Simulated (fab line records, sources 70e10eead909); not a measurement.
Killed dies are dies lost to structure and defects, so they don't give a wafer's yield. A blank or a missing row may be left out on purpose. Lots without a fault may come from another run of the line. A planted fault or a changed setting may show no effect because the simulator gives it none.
Which tool did it? | flow nand_harc | 6 lots, 18 wafers sampled, at 3 steps of a route of 1159

WHAT THE GAUGES READ, wafer by wafer
NHARC_END_SORT_01.
lot  | measured     | on        | killed_open
L969 | day 21 07:39 | prober-01 | 5 5 1
L977 | day 22 07:05 | prober-01 | 4 2 5
L979 | day 22 22:37 | prober-02 | 5 4 2

WHICH TOOL RAN EACH LOT (tool, then ch and the chambers of the sampled wafers, then the start)
lot  | NHARC_A_M0_DEP_32               | NHARC_A_M1_STRIP_19
L969 | pecvd-01 ch 0,1,2, day 18 07:25 | wet_bench-08 ch 0,1,5, day 18 09:53
L972 | pecvd-04 ch 0,1,2, day 18 07:47 | wet_bench-08 ch 0,1,2, day 18 10:13
L975 | pecvd-04 ch 0,1, day 18 22:10   | wet_bench-08 ch 3,4,7, day 19 00:21
L977 | pecvd-01 ch 0,2, day 19 18:26   | wet_bench-08 ch 4,5,7, day 19 20:37
L979 | pecvd-04 ch 0,2, day 20 09:29   | wet_bench-10 ch 0,4,5, day 20 11:34
L992 | pecvd-04 ch 0,1,2, day 22 19:27 | wet_bench-08 ch 0,4,7, day 22 22:20
- NHARC_A_M0_DEP_32: deposits SiCN, target thk 30 nm.
- NHARC_A_M1_STRIP_19: strips in post etch residue remover, time 600 s.

THE ANSWER, worked out from the rows above alone
Rule: what is usual is taken from the lots themselves. Put in order of their means at a reading, lots are off if they are a third of the lots or fewer, leave a main group of 4 or more, and stand apart from it by a gap of 3 or more times the standard deviation of the main group's means; of several such gaps the widest counts. A main group whose means are all the same, to the digits that the tables above print for the reading, isn't used. A lot without any number at a reading at which 4 lots or more have one is off too. The other lots that the step has rows for count as sound.
No lot is off at any reading shown: from this, nothing can be told.

WHAT THE SIMULATOR HAD PUT IN
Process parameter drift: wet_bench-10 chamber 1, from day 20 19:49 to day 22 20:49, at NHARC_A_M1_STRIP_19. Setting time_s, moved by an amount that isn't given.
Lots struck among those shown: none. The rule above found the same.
